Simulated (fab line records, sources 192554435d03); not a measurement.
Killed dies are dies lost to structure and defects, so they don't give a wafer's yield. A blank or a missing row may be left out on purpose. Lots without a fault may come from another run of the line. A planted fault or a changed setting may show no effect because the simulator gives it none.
Chamber matching | flow n5_finfet | N5_FIN_CUT_CUT_ETCH_27 on rie_diel-01: 4 sister chambers
The step etches SiO2 in CHF3/O2, target depth 4 nm, overetch 2 nm, time 4.9 s. 4 wafers are shown with their chamber, then 7 later ones without.

WAFERS WITH THEIR CHAMBER
wafer  | chamber | showerhead_plenum_p_Torr (Torr)
L084.5 | 3       | 2.53
L086.4 | 0       | 2.40
L088.2 | 1       | 2.36
L088.5 | 2       | 2.33

WAFERS WITHOUT THEIR CHAMBER
wafer  | showerhead_plenum_p_Torr (Torr)
L088.6 | 2.36
L092.4 | 2.52
L092.5 | 2.52
L092.6 | 2.33
L094.1 | 2.52
L094.4 | 2.33
L094.5 | 2.52

WHICH CHAMBER EACH WENT THROUGH
wafer  | from the rows above | in truth
L088.6 | 1                   | 1
L092.4 | 3                   | 3
L092.5 | 3                   | 3
L092.6 | 2                   | 2
L094.1 | 3                   | 3
L094.4 | 2                   | 2
L094.5 | 3                   | 3
Placed correctly: 7 of 7. Can't be placed from these rows: 0. Placed wrongly: 0.
How it was worked out, from the rows above alone: a wafer's distance from a chamber is the root of the sum, over the readings, of the square of ((its reading less the chamber's mean) divided by the reading's scatter). The wafer belongs to the nearest chamber; if the next one is less than 2 further off, it can't be placed. A chamber's mean is the mean of its shown wafers. The scatter: with one shown wafer a chamber, the root of the mean of the squares of how far each hidden wafer lies from its nearest shown one.
